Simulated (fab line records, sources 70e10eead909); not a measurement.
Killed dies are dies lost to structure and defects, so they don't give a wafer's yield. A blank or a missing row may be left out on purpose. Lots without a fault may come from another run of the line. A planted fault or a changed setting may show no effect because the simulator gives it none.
fab line records | flow nand_harc
record lots=6 wafers=18 last_day=34
route steps=1302 shown A_DECK1_JOINT@533 A_ONON_D2@545 END@1302
lots that met no fault: from a run of the same line without faults
start_h: hours from the record's first day to the start of the lot's first wafer shown | wait_h: hours since the lot's step before | " the same as in the row above | L1.1+2: a row that stands for several wafers | - no value, or no start given | * or withheld: withheld | < > ~ a bound
route shown NAME@n: a module of which the file shows steps, and the number in the route of the first | usual: mean/standard deviation of fault-free wafers | same: alike in all rows | chamber/n: place in a boat | sites: the reading at each site | _std_site: their standard deviation | _edge_site: outer sites' mean less inner sites' | radius_mm: how far each site lies from the wafer's centre | mask NAME#n: copy n | behind: the tool/chamber that last shaped the wafer | hold: why the lot was held/for how many hours/how that ended | device: the transistor (n, p or np) that didn't switch | end of line: the same wafers' tests at the end of the route | a step without rows: its recipe alone | killed: dies lost to structure and defects at the first sort, not the wafer's yield | map: a wafer's dies, x killed, . not, _ none there
set.NAME: the setting as run; set.NAME@STEP: as run at that earlier step | model.NAME: the simulator's own value behind a step, which no gauge read
lots at some steps of the route; a table a step, a row a wafer
services: from which hour (start_h, from the record's first day; less than 0 if before it) a tool's chamber was out of use, for how many hours, and why
## steps
# step NHARC_A_DECK1_JOINT_CVD_34
# recipe target_thk_a=200 temp_c=700 pressure_mtorr=300 material=SiNx
# step NHARC_A_DECK1_JOINT_DEP_06
# recipe target_thk_a=800 temp_c=65 material=SiOx
# step NHARC_A_DECK1_JOINT_CURE_26
# recipe temp_c=150 time_s=32 pressure_atm=0.395
# step NHARC_A_DECK1_JOINT_ANNEAL_27
# recipe temp_c=400 time_s=3600 idle_temp_c=300 ramp_up_c_per_min=10 densification_p_h2o_torr=640
# step NHARC_A_DECK1_JOINT_ANNEAL_28
# recipe temp_c=500 time_s=1800 idle_temp_c=400 ramp_up_c_per_min=10 densification_p_h2o_torr=640
# step NHARC_A_DECK1_JOINT_ANNEAL_29
# recipe temp_c=750 time_s=1800 idle_temp_c=500 ramp_up_c_per_min=10 ramp_down_c_per_min=3
# step NHARC_A_DECK1_JOINT_CMP_02
# recipe material=SiOx
# usual motor_current_A=11.7/1.2
# columns lot.wafer tool chamber start_h wait_h motor_current_A
L875.4 cmp-02 0 358.06 0.5 12.3
L875.1 " 2 " " 12.7
L875.6 " 3 " " 11.2
L878.3 cmp-04 1 394.27 0.4 12.0
L878.4 " 0 " " 12.4
L878.5 " 1 " " 11.7
L884.4 cmp-04 2 442.59 0.4 10.5
L884.2 " 3 " " 11.9
L884.5 " 2 " " 10.8
L886.2 cmp-01 1 453.21 0.4 11.9
L886.3 " 0 " " 9.5
L886.5 " 2 " " 12.0
L890.1 cmp-01 1 509.02 0.4 11.9
L890.3 " 3 " " 10.9
L890.6 " 0 " " 10.1
L889.4 cmp-01 3 510.67 0.4 10.8
L889.1 " 0 " " 10.1
L889.6 " 2 " " 11.7
# step NHARC_A_DECK1_JOINT_SRD_15
# step NHARC_A_DECK1_JOINT_DEP_16
# recipe target_thk_a=450 temp_c=400 pressure_torr=6.5 rf_w=900 teos_flow_sccm=161.4 flow_sccm=2650 target_thk_nm=45 gas=O2 material=SiO2
# usual chamber_pressure_Torr=6.499/0.015 flow_sccm=2651/8 heater_power_w=518/100 throttle_valve_pct=15.8/0.56
# columns lot.wafer tool chamber start_h wait_h chamber_pressure_Torr flow_sccm heater_power_w throttle_valve_pct
L875.1 pecvd-04 1 358.46 0.1 6.513 2645 380 15.3
L875.6 " 2 " " 6.504 2647 609 16.0
L875.4 " 0 " " 6.482 2641 433 15.7
L878.3 pecvd-03 1 394.67 0.1 6.486 2652 600 15.9
L878.4 " 1 " " 6.494 2658 601 15.8
L878.5 " 0 " " 6.505 2649 401 15.2
L884.2 pecvd-01 1 442.96 0.1 6.505 2650 430 16.3
L884.5 " 1 " " 6.522 2666 440 16.3
L884.4 " 0 " " 6.481 2637 557 16.2
L886.2 pecvd-03 1 453.63 0.1 6.482 2650 564 16.1
L886.3 " 2 " " 6.493 2635 648 14.8
L886.5 " 0 " " 6.511 2656 402 15.2
L890.1 pecvd-03 0 509.39 0.1 6.503 2651 376 15.5
L890.3 " 2 " " 6.507 2635 681 14.8
L890.6 " 2 " " 6.515 2649 673 14.9
L889.1 pecvd-01 0 511.07 0.1 6.476 2643 560 15.8
L889.4 " 2 " " 6.487 2643 478 16.5
L889.6 " 0 " " 6.491 2654 538 15.6
# step NHARC_A_DECK1_JOINT_THK_MEAS_17
# recipe thk_meas_gauge=ellipsometry
# usual thk_nm=44.9/1.2
# columns lot.wafer tool chamber start_h wait_h thk_nm
L875.1 film_metro-02 - 358.74 0.3 43.5
L875.4 " - " " 45.3
L875.6 " - " " 45.3
L878.3 film_metro-01 - 394.95 0.3 46.1
L878.4 " - " " 43.8
L878.5 " - " " 46.9
L884.2 film_metro-01 - 443.24 0.3 44.5
L884.4 " - " " 44.4
L884.5 " - " " 45.3
L886.2 film_metro-01 - 453.88 0.2 42.9
L886.3 " - " " 44.2
L886.5 " - " " 45.5
L890.1 film_metro-01 - 509.67 0.3 45.2
L890.3 " - " " 42.6
L890.6 " - " " 43.0
L889.1 film_metro-02 - 511.32 0.2 44.8
L889.4 " - " " 45.6
L889.6 " - " " 45.7
# step NHARC_A_DECK1_JOINT_INSPECT_05
# usual raw_defect_count=319/120
# columns lot.wafer tool chamber start_h wait_h raw_defect_count
L875.1 defect_inspect-01 - 358.77 0.0 268
L875.4 " - " " 495
L875.6 " - " " 469
L878.3 defect_inspect-01 - 394.98 0.0 243
L878.4 " - " " 248
L878.5 " - " " 153
L884.2 defect_inspect-01 - 443.28 0.0 436
L884.4 " - " " 408
L884.5 " - " " 418
L886.2 defect_inspect-02 - 453.91 0.0 417
L886.3 " - " " 291
L886.5 " - " " 368
L890.1 defect_inspect-01 - 509.70 0.0 176
L890.3 " - " " 336
L890.6 " - " " 249
L889.1 defect_inspect-01 - 511.36 0.0 292
L889.4 " - " " 352
L889.6 " - " " 232
# step NHARC_A_ONON_D2_DEP_00
# recipe target_thk_a=10000 n2_flow_sccm=2750 n2o_flow_sccm=2000 nh3_flow_sccm=500 sih4_flow_sccm=210 temp_c=400
# usual n2_flow_sccm=2749/7.9 n2o_flow_sccm=2002/6.2
# columns lot.wafer tool chamber start_h wait_h n2_flow_sccm n2o_flow_sccm
L875.1 pecvd_onon-02 0 358.84 0.1 2756 2002
L875.4 " 0 " " 2746 1999
L875.6 " 0 " " 2746 1992
L878.3 pecvd_onon-01 0 395.16 0.2 2752 1999
L878.4 " 0 " " 2762 2001
L878.5 " 0 " " 2766 2002
L884.2 pecvd_onon-01 - 443.40 0.1 - -
L884.4 " - " " - -
L884.5 " - " " - -
L886.2 pecvd_onon-03 - 454.04 0.1 - -
L886.3 " - " " - -
L886.5 " - " " - -
L890.1 pecvd_onon-03 0 509.77 0.1 2755 1998
L890.3 " 0 " " 2756 1996
L890.6 " 0 " " 2750 2002
L889.1 pecvd_onon-02 0 511.42 0.1 2747 2008
L889.4 " 0 " " 2764 2006
L889.6 " 0 " " 2755 2001
# step NHARC_END_SORT_01
# recipe temp_c=25
# usual killed_at_array=53/18 killed_at_other=0.8/1.1 killed_at_periphery=4.1/2.7 killed_dies=58/18 killed_open=3.1/1.7 killed_short=2.7/1.7
# same gross_dies=677
# columns lot.wafer tool chamber start_h wait_h killed_at_array killed_at_other killed_at_periphery killed_dies killed_open killed_short
L884.2 prober-02 0 734.21 2.8 670 6 1 677 2 3
L884.4 prober-02 0 735.77 3.3 673 4 0 677 3 1
L884.5 prober-02 0 736.55 3.6 674 2 1 677 5 6
L886.2 prober-01 0 753.66 2.8 676 0 1 677 1 1
L886.3 prober-01 0 754.45 3.1 672 1 4 677 3 5
L886.5 prober-01 0 756.02 3.7 671 0 6 677 4 2
# killed by level:class
L884.2 A_ONON_D2:area_dep=644 A_CHANNEL_HOLE_D1:chamber_film_flake=9 A_SLIT:chamber_film_flake=7 THIN_TSV:chamber_film_flake=4 STARTING-WAFER:geometric_particle:short=2 A_DECK1_JOINT:chamber_film_flake=2 A_CHANNEL_HOLE_D2:chamber_film_flake=2 A_STAIRCASE:chamber_film_flake=2
L884.4 A_ONON_D2:area_dep=645 A_CHANNEL_HOLE_D1:chamber_film_flake=7 A_SLIT:chamber_film_flake=7 A_CHANNEL_HOLE_D2:chamber_film_flake=4 THIN_TSV:chamber_film_flake=4 A_CONTACT:chamber_film_flake=3 A_M0:chamber_film_flake=2 A_ONON_D1:geometric_particle:open=1
L884.5 A_ONON_D2:area_dep=644 A_CHANNEL_HOLE_D1:chamber_film_flake=7 A_SLIT:chamber_film_flake=7 A_CHANNEL_FILL_D2:geometric_particle:open=3 A_CONTACT:chamber_film_flake=2 THIN_TSV:chamber_film_flake=2 A_CHANNEL_FILL_D1:geometric_particle:short=1 A_ONON_D2:geometric_particle:short=1
L886.2 A_ONON_D2:area_dep=612 A_CHANNEL_HOLE_D2:chamber_film_flake=28 A_SLIT:chamber_film_flake=21 A_CHANNEL_HOLE_D1:chamber_film_flake=11 A_SLIT:geometric_particle:short=1 A_BLC:geometric_particle:open=1 P_GATE:chamber_film_flake=1 A_CHANNEL_FILL_D1:chamber_film_flake=1
L886.3 A_ONON_D2:area_dep=579 A_CHANNEL_HOLE_D1:chamber_film_flake=35 A_CHANNEL_HOLE_D2:chamber_film_flake=28 A_SLIT:chamber_film_flake=18 A_CONTACT:chamber_film_flake=6 P_CONTACT:geometric_particle:open=1 P_M0:geometric_particle:open=1 P_M2:geometric_particle:short=1
L886.5 A_ONON_D2:area_dep=577 A_CHANNEL_HOLE_D1:chamber_film_flake=35 A_CHANNEL_HOLE_D2:chamber_film_flake=25 A_SLIT:chamber_film_flake=24 A_CONTACT:chamber_film_flake=5 P_M0:geometric_particle:open=2 A_ZERO_WELL:chamber_film_flake=2 P_CONTACT:geometric_particle:open=1
# map L884.2 (x killed, . not)
____________x____________
_________xxxxxxx_________
_______xxxxxxxxxxx_______
______xxxxxxxxxxxxx______
_____xxxxxxxxxxxxxxx_____
____xxxxxxxxxxxxxxxxx____
____xxxxxxxxxxxxxxxxx____
___xxxxxxxxxxxxxxxxxxx___
___xxxxxxxxxxxxxxxxxxx___
__xxxxxxxxxxxxxxxxxxxxx__
__xxxxxxxxxxxxxxxxxxxxx__
_xxxxxxxxxxxxxxxxxxxxxxx_
_xxxxxxxxxxxxxxxxxxxxxxx_
_xxxxxxxxxxxxxxxxxxxxxxx_
_xxxxxxxxxxxxxxxxxxxxxxx_
_xxxxxxxxxxxxxxxxxxxxxxx_
xxxxxxxxxxxxxxxxxxxxxxxxx
xxxxxxxxxxxxxxxxxxxxxxxxx
xxxxxxxxxxxxxxxxxxxxxxxxx
xxxxxxxxxxxxxxxxxxxxxxxxx
xxxxxxxxxxxxxxxxxxxxxxxxx
_xxxxxxxxxxxxxxxxxxxxxxx_
_xxxxxxxxxxxxxxxxxxxxxxx_
_xxxxxxxxxxxxxxxxxxxxxxx_
_xxxxxxxxxxxxxxxxxxxxxxx_
_xxxxxxxxxxxxxxxxxxxxxxx_
__xxxxxxxxxxxxxxxxxxxxx__
__xxxxxxxxxxxxxxxxxxxxx__
___xxxxxxxxxxxxxxxxxxx___
___xxxxxxxxxxxxxxxxxxx___
____xxxxxxxxxxxxxxxxx____
____xxxxxxxxxxxxxxxxx____
_____xxxxxxxxxxxxxxx_____
______xxxxxxxxxxxxx______
_______xxxxxxxxxxx_______
_________xxxxxxx_________
____________x____________
# map L886.2 (x killed, . not)
____________x____________
_________xxxxxxx_________
_______xxxxxxxxxxx_______
______xxxxxxxxxxxxx______
_____xxxxxxxxxxxxxxx_____
____xxxxxxxxxxxxxxxxx____
____xxxxxxxxxxxxxxxxx____
___xxxxxxxxxxxxxxxxxxx___
___xxxxxxxxxxxxxxxxxxx___
__xxxxxxxxxxxxxxxxxxxxx__
__xxxxxxxxxxxxxxxxxxxxx__
_xxxxxxxxxxxxxxxxxxxxxxx_
_xxxxxxxxxxxxxxxxxxxxxxx_
_xxxxxxxxxxxxxxxxxxxxxxx_
_xxxxxxxxxxxxxxxxxxxxxxx_
_xxxxxxxxxxxxxxxxxxxxxxx_
xxxxxxxxxxxxxxxxxxxxxxxxx
xxxxxxxxxxxxxxxxxxxxxxxxx
xxxxxxxxxxxxxxxxxxxxxxxxx
xxxxxxxxxxxxxxxxxxxxxxxxx
xxxxxxxxxxxxxxxxxxxxxxxxx
_xxxxxxxxxxxxxxxxxxxxxxx_
_xxxxxxxxxxxxxxxxxxxxxxx_
_xxxxxxxxxxxxxxxxxxxxxxx_
_xxxxxxxxxxxxxxxxxxxxxxx_
_xxxxxxxxxxxxxxxxxxxxxxx_
__xxxxxxxxxxxxxxxxxxxxx__
__xxxxxxxxxxxxxxxxxxxxx__
___xxxxxxxxxxxxxxxxxxx___
___xxxxxxxxxxxxxxxxxxx___
____xxxxxxxxxxxxxxxxx____
____xxxxxxxxxxxxxxxxx____
_____xxxxxxxxxxxxxxx_____
______xxxxxxxxxxxxx______
_______xxxxxxxxxxx_______
_________xxxxxxx_________
____________x____________
## services
# columns tool chamber start_h hours kind
cmp-04 - 341.47 0.5 repair
cmp-01 - 345.22 17.3 repair
cmp-04 - 365.35 0.3 repair
pecvd_onon-02 - 366.33 13.0 pm
pecvd-03 - 366.47 13.0 pm
pecvd-03 0 366.47 13.0 vent_cycle
pecvd-03 1 366.47 13.0 vent_cycle
pecvd-01 - 381.54 2.4 repair
cmp-01 - 381.72 4.0 pm
cmp-02 - 383.78 12.7 repair
cmp-04 - 405.02 4.0 pm
pecvd_onon-03 - 408.00 13.0 pm
cmp-02 - 428.50 4.0 pm
cmp-02 - 447.59 0.4 repair
pecvd_onon-01 - 450.00 13.0 pm
pecvd-04 - 450.06 13.0 pm
cmp-02 - 457.12 1.4 repair
cmp-02 - 459.42 1.8 repair
cmp-01 - 462.97 1.6 repair
pecvd-01 - 492.45 13.0 pm
pecvd-03 - 499.00 1.1 repair
cmp-01 - 501.87 4.0 pm
cmp-04 - 503.02 4.0 pm
cmp-04 - 508.70 3.0 repair
## key
first_sign step=NHARC_A_ONON_D2_DEP_00 reading=tool_record direction=missing
effect step=NHARC_END_SORT_01 reading=killed_dies direction=up sigmas=34 usual=58 struck=677
more_kills_born_at NHARC_A_ONON_D2_DEP_00@pecvd_onon-01=1933 NHARC_A_ONON_D2_DEP_00@pecvd_onon-03=1768
met_at NHARC_A_ONON_D2_DEP_00
struck_wafers L884.2,L884.4,L884.5,L886.2,L886.3,L886.5
later_rows_left_out L884.2,L884.4,L884.5,L886.2,L886.3,L886.5
tester_left_out L884,L886
onset_between 395.16 443.40
fault kind=skipped_step_whole tool=pecvd_onon-01,pecvd_onon-03 chamber=- onset_h=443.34 steps=NHARC_A_ONON_D2_DEP_00 scope=struck_lots_only
# tester_left_out: of these lots the tester's yield and bins aren't shown, on N5 and GAA mostly nor the transistor test; their killed dies are dies lost to structure and defects alone, not to doping, threshold or leakage, so they don't give the yield
# later_rows_left_out: the simulator's readings of these wafers behind a module that went badly wrong aren't trusted and aren't shown, but for the sort
